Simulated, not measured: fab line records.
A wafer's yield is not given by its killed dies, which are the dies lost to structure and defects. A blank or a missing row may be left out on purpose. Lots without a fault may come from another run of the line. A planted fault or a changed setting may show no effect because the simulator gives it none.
Split-lot trial    flow n5Finfet    route with 1938 steps; 7 lots, 21 wafers read

== SPLIT DETAILS ==
At N5_BEOL_M9_COAT_22 (resist thk 30 nm), the setting spinRpm was moved away from the recipe's 1500 rpm on 9 of the 21 wafers read, by -4.0% to +9.8%. The other wafers ran this setting at the recipe's value.

The split's own step is where the reading is taken.

== THE READING ==
CAR-EUV_of_BEOL_M9_COAT_22.thkNm (the simulator's own value, which no gauge read), in nm, at N5_BEOL_M9_COAT_22 (resist thk 30 nm). No usual value for it is given in the file. Here, 12 wafers ran the recipe; their average is 30.0 nm with a standard deviation of 0.055 nm.

wafer   tool, chamber at the split  spinRpm as run, rpm  against the recipe  CAR-EUV_of_BEOL_M9_COAT_22.thkNm, nm  against lot-mates on the recipe
L086.2  lithoTrack-05, 0            1500                 recipe              30.2                                  -
L086.3  lithoTrack-05, 0            1584                 +5.6%               29.2                                  -1.0
L086.6  lithoTrack-05, 0            1584                 +5.6%               29.2                                  -1.0
L085.1  lithoTrack-01, 0            1500                 recipe              30                                    -
L085.5  lithoTrack-01, 0            1500                 recipe              30                                    -
L085.6  lithoTrack-01, 0            1500                 recipe              30                                    -
L087.1  lithoTrack-02, 0            1500                 recipe              30                                    -
L087.4  lithoTrack-02, 0            1500                 recipe              30                                    -
L087.5  lithoTrack-02, 0            1567                 +4.5%               29.4                                  -0.6
L089.1  lithoTrack-02, 0            1440                 -4.0%               30.8                                  +0.8
L089.3  lithoTrack-02, 0            1500                 recipe              30                                    -
L089.5  lithoTrack-02, 0            1440                 -4.0%               30.6                                  +0.6
L093.1  lithoTrack-02, 0            1647                 +9.8%               28.6                                  -1.4
L093.2  lithoTrack-02, 0            1500                 recipe              30                                    -
L093.4  lithoTrack-02, 0            1647                 +9.8%               28.8                                  -1.2
L095.1  lithoTrack-02, 0            1500                 recipe              30                                    -
L095.2  lithoTrack-02, 0            1500                 recipe              30                                    -
L095.4  lithoTrack-02, 0            1500                 recipe              30                                    -
L096.1  lithoTrack-05, 0            1609                 +7.3%               29                                    -1.0
L096.3  lithoTrack-05, 0            1609                 +7.3%               29                                    -1.0
L096.4  lithoTrack-05, 0            1500                 recipe              30                                    -

FIT RESULTS
A straight line over all 21 wafers: CAR-EUV_of_BEOL_M9_COAT_22.thkNm changes by -0.142 nm for each +1% of spinRpm; r = -0.99; the points scatter about the line by 0.076 nm.
The same after taking each lot's own level away (the mean of its wafers on the recipe; 21 wafers): -0.146 nm for each +1%; r = -0.99; scatter 0.096 nm.
Per that fit: largest spinRpm move, reading shift of 1.4 nm.
The span of the lots' own levels, 30.00 to 30.20 nm, comes to 3.6 times the standard deviation stated above.
The two slopes agree, so the slope changes little with the lot-to-lot level.
Check: for one of the wafers moved furthest among these (+9.8%), held out of the fit, the line's prediction against its lot-mates is -1.42 nm. Against them it came out at -1.4 nm.

== OTHER SPLITS ON THESE WAFERS ==
Note: prior to the reading, these wafers also went through further splits. Each is held against what the fit with the lots' levels taken away leaves over:
other split on the same wafers          wafers away from the commonest value  r with CAR-EUV_of_BEOL_M9_COAT_22.thkNm (lot level and that fit taken away)
N5_BEOL_M6_TRENCH_ETCH_37 timeS         10                                    -0.37
N5_BEOL_M6_ALD_77 coReactantPulseTimeS  8                                     +0.14
N5_BEOL_M7_DESCUM_33 timeS              6                                     -0.18
N5_BEOL_M7_VIA_ETCH_34 sourceW          6                                     +0.04
N5_BEOL_M8_DEP_56 timeS                 5                                     -0.20
N5_BEOL_M9_DESCUM_16 timeS              5                                     +0.10

== THE FILE'S OWN FIT ==
CAR-EUV_of_BEOL_M9_COAT_22.thkNm changes by -0.144 nm for each +1% of spinRpm, r = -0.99.
